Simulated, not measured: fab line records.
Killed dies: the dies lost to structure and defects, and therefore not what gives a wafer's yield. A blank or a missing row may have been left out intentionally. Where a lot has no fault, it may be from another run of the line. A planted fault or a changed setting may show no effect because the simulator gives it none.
Which of the tools did it? | flow n5Finfet | 10 lots, 30 wafers sampled, at 1 step of a route of 1938

== WHAT THE GAUGES READ, wafer by wafer ==
N5_BEOL_M6_INSPECT_13: inspects for defects (brightfield).
lot  | measured     | on               | rawDefectCount
L940 | day 8 08:37  | defectInspect-02 | 408 311 391
L943 | day 9 02:14  | defectInspect-02 | 276 409 288
L945 | day 9 19:23  | defectInspect-01 | 387 356 509
L947 | day 9 23:33  | defectInspect-02 | 523 463 512
L948 | day 10 10:24 | defectInspect-01 | 368 376 272
L949 | day 10 19:44 | defectInspect-01 | 241 285 217
L950 | day 10 19:58 | defectInspect-01 | 267 460 321
L954 | day 11 19:26 | defectInspect-01 | 306 413 274
L956 | day 13 08:13 | defectInspect-01 | 476 357 503
L958 | day 13 17:00 | defectInspect-02 | 373 316 469

== WHAT TOOL EACH LOT RAN ON (gives the tool, then ch and the chambers of the sampled wafers, and finally the start) ==
There is no process step in the record ahead of these readings.

== THE ANSWER, worked out from the rows above alone ==
Rule: usual is defined by the lots themselves. The widest of any qualifying gaps counts: lots, ordered by their means at a reading, are off when they make up no more than a third of the lots, leave a main group of 4 or more, and stand apart from it by 3 or more times the standard deviation of that group's means. Not used: any main group whose means are identical at the precision the tables above print for the reading. A lot without any number at a reading at which 4 lots or more have one is off too. All remaining lots with rows at the step are treated as sound.
No lot is off at any reading shown: from this, nothing can be told.

== WHAT WAS PUT IN BY THE SIMULATOR ==
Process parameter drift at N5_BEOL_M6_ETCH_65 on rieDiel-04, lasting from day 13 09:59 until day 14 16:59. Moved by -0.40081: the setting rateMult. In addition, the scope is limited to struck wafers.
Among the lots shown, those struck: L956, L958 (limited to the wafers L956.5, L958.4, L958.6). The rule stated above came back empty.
